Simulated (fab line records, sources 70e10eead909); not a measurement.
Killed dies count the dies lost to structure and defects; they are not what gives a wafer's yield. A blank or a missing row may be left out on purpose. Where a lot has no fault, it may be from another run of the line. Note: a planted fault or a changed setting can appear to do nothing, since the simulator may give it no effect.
Which of the tools did it? -- flow nand-harc -- 13 lots with 39 wafers sampled at 3 steps, on a route of 1159 steps

== WHAT EACH GAUGE READ, for each wafer ==
NHARC_P_CONTACT_INSPECT_27.
lot,measured,on,raw-defect-count
L317,day 5 22:08,defect-inspect-02,225 254 289
L318,day 6 10:31,defect-inspect-02,423 238 254
L320,day 6 23:22,defect-inspect-01,320 232 409
L323,day 7 00:18,defect-inspect-02,198 230 328
L324,day 7 11:27,defect-inspect-02,254 213 201
L328,day 9 00:02,defect-inspect-02,165 263 158
L329,day 9 00:51,defect-inspect-01,474 572 517
L332,day 9 16:35,defect-inspect-01,238 238 246
L334,day 9 23:06,defect-inspect-01,319 256 326
L333,day 10 00:02,defect-inspect-01,625 532 502
L336,day 10 06:15,defect-inspect-01,400 550 231
L337,day 10 18:00,defect-inspect-02,333 393 191
L338,day 11 00:03,defect-inspect-01,455 443 604

NHARC_P_M0_CD_MEAS_09: the cd target is 90 nm.
lot,measured,on,cd-nm (nm)
L317,day 5 22:55,cd-sem-02,90.9 90.9 90.5
L318,day 6 11:30,cd-sem-02,88.9 88.6 88.6
L320,day 7 00:16,cd-sem-03,90.7 89.9 89.6
L323,day 7 01:13,cd-sem-01,89.2 89.0 89.5
L324,day 7 12:22,cd-sem-02,89.8 90.5 90.7
L328,day 9 00:57,cd-sem-02,89.6 89.8 90.1
L329,day 9 01:46,cd-sem-03,74.9 75.5 70.9
L332,day 9 17:31,cd-sem-03,89.8 90.5 89.6
L334,day 10 00:00,cd-sem-01,90.7 91.0 90.9
L333,day 10 00:56,cd-sem-03,90.4 90.3 91.2
L336,day 10 07:02,cd-sem-01,89.7 89.2 89.4
L337,day 10 18:54,cd-sem-03,90.4 90.9 91.0
L338,day 11 00:49,cd-sem-03,90.6 90.5 90.4

== WHICH TOOL RAN EACH LOT (tool, then ch and the chambers of the sampled wafers, then the start) ==
lot,NHARC_P_M0_EXPOSE_06
L317,"arfi-scanner-03 ch 0, day 5 22:47"
L318,"arfi-scanner-03 ch 0, day 6 11:22"
L320,"arfi-scanner-02 ch 0, day 7 00:08"
L323,"arfi-scanner-01 ch 0, day 7 01:04"
L324,"arfi-scanner-03 ch 0, day 7 12:14"
L328,"arfi-scanner-01 ch 0, day 9 00:49"
L329,"arfi-scanner-03 ch 0, day 9 01:37"
L332,"arfi-scanner-01 ch 0, day 9 17:22"
L334,"arfi-scanner-02 ch 0, day 9 23:52"
L333,"arfi-scanner-01 ch 0, day 10 00:48"
L336,"arfi-scanner-01 ch 0, day 10 06:53"
L337,"arfi-scanner-01 ch 0, day 10 18:46"
L338,"arfi-scanner-01 ch 0, day 11 00:41"
- NHARC_P_M0_EXPOSE_06: exposes mask P M0, target cd 90 nm.

== AS READ BY THE TOOLS THEMSELVES (means over the sampled wafers that have a number; for cases with no such wafer, the mark the record gives instead) ==
NHARC_P_M0_EXPOSE_06.
lot,tool,exposure-dose-mJ-cm2
L317,arfi-scanner-03,81.42
L318,arfi-scanner-03,81.33
L320,arfi-scanner-02,81.32
L323,arfi-scanner-01,81.34
L324,arfi-scanner-03,81.30
L328,arfi-scanner-01,81.23
L329,arfi-scanner-03,84.69
L332,arfi-scanner-01,81.24
L334,arfi-scanner-02,81.23
L333,arfi-scanner-01,81.27
L336,arfi-scanner-01,81.26
L337,arfi-scanner-01,81.23
L338,arfi-scanner-01,81.32

== THE ANSWER, worked out from the rows above alone ==
Rule: the usual values come from the lots themselves. The widest of any qualifying gaps counts: lots, ordered by their means at a reading, are off when they make up no more than a third of the lots, leave a main group of 4 or more, and stand apart from it by 3 or more times the standard deviation of that group's means. A main group whose means are all the same, to the digits that the tables above print for the reading, isn't used. Also off: a lot with no number at a reading for which 4 or more lots have one. All remaining lots with rows at the step are treated as sound. After the gauges, taken in route order, come the tools' own readings; for these a lot's mean is taken, as printed above. The first step at which some lot is off is used, and at that step the reading that is off furthest; a lot without a number counts as furthest.
Off: L329 (NHARC_P_M0_CD_MEAS_09, cd-nm). Main group: mean 90.1 nm, sd 0.66.
If a tool, at a process step before that reading, ran all the lots that are off and no sound lot after the first of them, it fits. The gauges at NHARC_P_M0_CD_MEAS_09 aren't tried: what is off there is off at NHARC_P_M0_EXPOSE_06 too, on other tools, and a gauge's error can't cause that. One fits: NHARC_P_M0_EXPOSE_06 on arfi-scanner-03. Its last sound lot is L324 (day 7 12:14), its first lot that is off L329 (day 9 01:37): a fault that began between those two fits.
On the lots that are off, the tool's own readings at NHARC_P_M0_EXPOSE_06 differ by more than 5 times the standard deviation of the sound lots' means, which bears it out; exposure-dose-mJ-cm2 reads 84.69 there versus 81.29 on the sound lots.

== WHAT WAS PUT IN BY THE SIMULATOR ==
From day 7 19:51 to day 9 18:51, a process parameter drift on arfi-scanner-03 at NHARC_P_M0_EXPOSE_06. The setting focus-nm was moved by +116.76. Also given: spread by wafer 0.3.
Struck lots among those shown: L329. The rule given above showed the same thing.
